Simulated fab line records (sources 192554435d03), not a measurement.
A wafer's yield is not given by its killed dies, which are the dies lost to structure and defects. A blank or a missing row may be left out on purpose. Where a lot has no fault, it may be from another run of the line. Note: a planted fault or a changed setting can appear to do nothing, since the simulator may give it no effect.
Matching of chambers | flow n5-finfet | 4 sister chambers for N5_BEOL_M11_STRIP_19 on rie-diel-05
The step strips in O2. 20 wafers are shown with their chamber, then 10 later ones without.

== WAFERS, EACH WITH ITS CHAMBER ==
wafer  | chamber | drypump-motor-current-A (A) | showerhead-plenum-p-Torr (Torr) | throttle-valve-pct (%)
L074.2 | 2       | 6.2                         | 2.13                            | 16.41
L074.3 | 1       | 5.6                         | 2.15                            | 16.66
L074.5 | 2       | 6.2                         | 2.13                            | 16.40
L079.1 | 3       | 5.1                         | 2.06                            | 16.56
L079.2 | 2       | 6.2                         | 2.13                            | 16.43
L079.3 | 0       | 5.2                         | 2.03                            | 16.38
L079.4 | 1       | 5.6                         | 2.14                            | 16.65
L079.5 | 0       | 5.3                         | 2.03                            | 16.41
L079.6 | 3       | 5.1                         | 2.06                            | 16.59
L081.1 | 3       | 5.1                         | 2.06                            | 16.60
L081.2 | 0       | 5.2                         | 2.02                            | 16.41
L081.3 | 2       | 6.2                         | 2.13                            | 16.42
L081.4 | 1       | 5.6                         | 2.14                            | 16.70
L081.5 | 2       | 6.2                         | 2.13                            | 16.43
L081.6 | 1       | 5.6                         | 2.14                            | 16.69
L093.1 | 3       | 5.1                         | 2.05                            | 16.62
L093.2 | 1       | 5.6                         | 2.14                            | 16.31
L093.3 | 0       | 5.2                         | 2.02                            | 16.43
L093.4 | 2       | 6.2                         | 2.12                            | 16.47
L093.5 | 3       | 5.1                         | 2.05                            | 16.61

SIGNATURES, as means of the wafers listed above
reading                  | chamber 0 | chamber 1 | chamber 2 | chamber 3 | scatter within a chamber
drypump-motor-current-A  | 5.225     | 5.600     | 6.200     | 5.100     | 0.0217
showerhead-plenum-p-Torr | 2.0250    | 2.1420    | 2.1283    | 2.0560    | 0.00489
throttle-valve-pct       | 16.4075   | 16.6020   | 16.4267   | 16.5960   | 0.0846
Rule: a wafer lies at a distance from a chamber equal to the root of the sum of squares, over the readings, of (its reading less the chamber's mean, divided by the reading's scatter). If the next closest chamber is less than 2 further off than the closest, the wafer can't be placed; otherwise it belongs to the closest. The scatter: the root of (the sum of the squares of (reading less its chamber's mean) over the shown wafers, divided by (wafers less chambers)).

== WAFERS MISSING THEIR CHAMBER ==
wafer  | drypump-motor-current-A (A) | showerhead-plenum-p-Torr (Torr) | throttle-valve-pct (%)
L093.6 | 5.2                         | 2.02                            | 16.41
L091.1 | 5.3                         | 2.02                            | 16.44
L091.2 | 5.6                         | 2.14                            | 16.29
L091.4 | 6.2                         | 2.12                            | 16.46
L090.4 | 5.6                         | 2.14                            | 16.31
L090.5 | 5.1                         | 2.05                            | 16.63
L090.6 | 6.2                         | 2.12                            | 16.46
L092.4 | 5.3                         | 2.02                            | 16.44
L092.5 | 5.6                         | 2.14                            | 16.29
L092.6 | 5.3                         | 2.02                            | 16.44

== CHAMBER TAKEN BY EACH ==
wafer  | from the rows above | in truth
L093.6 | 0                   | 0
L091.1 | 0                   | 0
L091.2 | 1                   | 1
L091.4 | 2                   | 2
L090.4 | 1                   | 1
L090.5 | 3                   | 3
L090.6 | 2                   | 2
L092.4 | 0                   | 0
L092.5 | 1                   | 1
L092.6 | 0                   | 0
Placed correctly: 10 of 10. Left unplaced by these rows: 0. 0 placed wrongly.
